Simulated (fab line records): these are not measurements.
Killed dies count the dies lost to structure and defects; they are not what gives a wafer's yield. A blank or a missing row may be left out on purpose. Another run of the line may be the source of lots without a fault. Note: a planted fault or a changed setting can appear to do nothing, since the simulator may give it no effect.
Split-lot experiment ; flow n5_finfet ; route with 1938 steps; 7 lots, 21 wafers read

## THE SPLIT ITSELF
At N5_MOL_CONTACT_COAG_COAT_62 (time 60 s, resist thk 60 nm), the setting spin_rpm was moved away from the recipe's 1500 rpm on 3 of the 21 wafers read, by -3.3% to +9.3%. For the rest of the wafers, this setting stayed at what the recipe calls for.

## FROM THE SPLIT TO THE READING: what the file shows between them, 10 steps
- N5_MOL_CONTACT_COAG_EXPOSE_37: exposes mask VD, defocus 0 nm (also split here: dose_mj)
- N5_MOL_CONTACT_COAG_PEB_38: peb time 60 s
- N5_MOL_CONTACT_COAG_DEVELOP_39: develop time 30 s
- N5_MOL_CONTACT_COAG_ALD_133: deposits SiO2, target thk 5 nm, pulse time 1 s, co reactant pulse time 1 s
- N5_MOL_CONTACT_COAG_ETCHBACK_134: etches SiO2 in CHF3, target depth 10 nm, time 6.7 s
- N5_MOL_CONTACT_COAG_ETCH_67: etches SOC in N2/H2, target depth 60 nm, overetch 21 nm, time 101.2 s
- N5_MOL_CONTACT_COAG_STRIP_68: strips in N2/H2
- N5_MOL_CONTACT_COAG_STRIP_69: strips in N2/H2
- N5_MOL_CONTACT_COAG_ETCHBACK_136: etches SiO2 in CHF3, target depth 25 nm, time 16.7 s
- N5_MOL_CONTACT_COAG_STRIP_120: strips in CHF3

## THE READING
SOC_of_MOL_CONTACT_COAG_COAT_62.thk_nm (the simulator's own value, which no gauge read), in nm, at N5_MOL_CONTACT_COAG_VIA_ETCH_117 (etches SiO2 in C4F6/O2, target depth 40 nm, overetch 8 nm, time 26 s). No usual value for it is given in the file. The 18 wafers here that ran the recipe average 51.4 nm, standard deviation 0.17 nm.

wafer;tool, chamber at the split;spin_rpm as run, rpm;against the recipe;SOC_of_MOL_CONTACT_COAG_COAT_62.thk_nm, nm;against lot-mates on the recipe
L075.1;litho_track-05, 0;1500;recipe;51.4;-
L075.6;litho_track-05, 0;1500;recipe;51.4;-
L075.3;litho_track-05, 0;1500;recipe;51.2;-
L079.2;litho_track-01, 0;1500;recipe;51.2;-
L079.5;litho_track-01, 0;1500;recipe;51.2;-
L079.3;litho_track-01, 0;1500;recipe;51.4;-
L082.1;litho_track-05, 0;1500;recipe;51.4;-
L082.2;litho_track-05, 0;1640;+9.3%;48.6;-2.7
L082.5;litho_track-05, 0;1500;recipe;51.2;-
L083.2;litho_track-01, 0;1500;recipe;51.4;-
L083.4;litho_track-01, 0;1500;recipe;51.4;-
L083.3;litho_track-01, 0;1500;recipe;51.6;-
L086.2;litho_track-05, 0;1500;recipe;51.2;-
L086.5;litho_track-05, 0;1628;+8.5%;49;-2.4
L086.6;litho_track-05, 0;1500;recipe;51.6;-
L092.2;litho_track-01, 0;1500;recipe;51.8;-
L092.5;litho_track-01, 0;1500;recipe;51.6;-
L092.6;litho_track-01, 0;1450;-3.3%;52.4;+0.7
L097.2;litho_track-01, 0;1500;recipe;51.2;-
L097.5;litho_track-01, 0;1500;recipe;51.2;-
L097.4;litho_track-01, 0;1500;recipe;51.4;-

THE FIT
A straight line over all 21 wafers: SOC_of_MOL_CONTACT_COAG_COAT_62.thk_nm changes by -0.29 nm for each +1% of spin_rpm; r = -0.98; the points scatter about the line by 0.17 nm.
The same after taking each lot's own level away (the mean of its wafers on the recipe; 21 wafers): -0.279 nm for each +1%; r = -0.99; scatter 0.12 nm.
The reading moves by 2.6 nm for the largest change in spin_rpm, on that fit.
Across the lots, their own levels run from 51.27 to 51.70 nm, a range of 2.5 times the standard deviation given above.
Consequently the slope shifts little with the lot-to-lot level, the two slopes agreeing.
Check: -2.54 nm against its lot-mates is what the line predicts for one of the wafers moved furthest among these (+9.3%) when that wafer is left out of the fit. It came out at -2.7 nm against them.

## THESE WAFERS: OTHER SPLITS
Other splits were also applied to these wafers ahead of the reading. Each is held against what the fit with the lots' levels taken away leaves over:
other split on the same wafers;wafers away from the commonest value;r with SOC_of_MOL_CONTACT_COAG_COAT_62.thk_nm (lot level and that fit taken away)
N5_HKMG_FIN_COAT_43 spin_rpm;4;+0.13
N5_MOL_CONTACT_COAG_ETCH_15 source_w;7;+0.28
N5_MOL_CONTACT_COAG_ETCH_110 bias_w;3;+0.34
N5_MOL_CONTACT_COAG_EXPOSE_37 dose_mj;6;+0.03

## THE WHOLE CHAIN: every reading that the file lists as answering this split, in the file's order
step;what it does;reading;change (the file's fit);r (the file's)
N5_MOL_CONTACT_COAG_COAT_62;time 60 s, resist thk 60 nm;SOC_of_MOL_CONTACT_COAG_COAT_62.thk_nm (the simulator's own value, which no gauge read);-0.268 nm for each +1% of the setting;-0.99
N5_MOL_CONTACT_COAG_ETCH_67;etches SOC in N2/H2, target depth 60 nm, overetch 21 nm, time 101.2 s;etch.depth_nm (the simulator's own value, which no gauge read);-0.275 nm for each +1% of the setting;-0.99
N5_MOL_CONTACT_COAG_VIA_ETCH_117;etches SiO2 in C4F6/O2, target depth 40 nm, overetch 8 nm, time 26 s;SOC_of_MOL_CONTACT_COAG_COAT_62.thk_nm (the simulator's own value, which no gauge read);-0.281 nm for each +1% of the setting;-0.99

## THE FILE'S OWN FIT
SOC_of_MOL_CONTACT_COAG_COAT_62.thk_nm changes by -0.281 nm for each +1% of spin_rpm, r = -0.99.
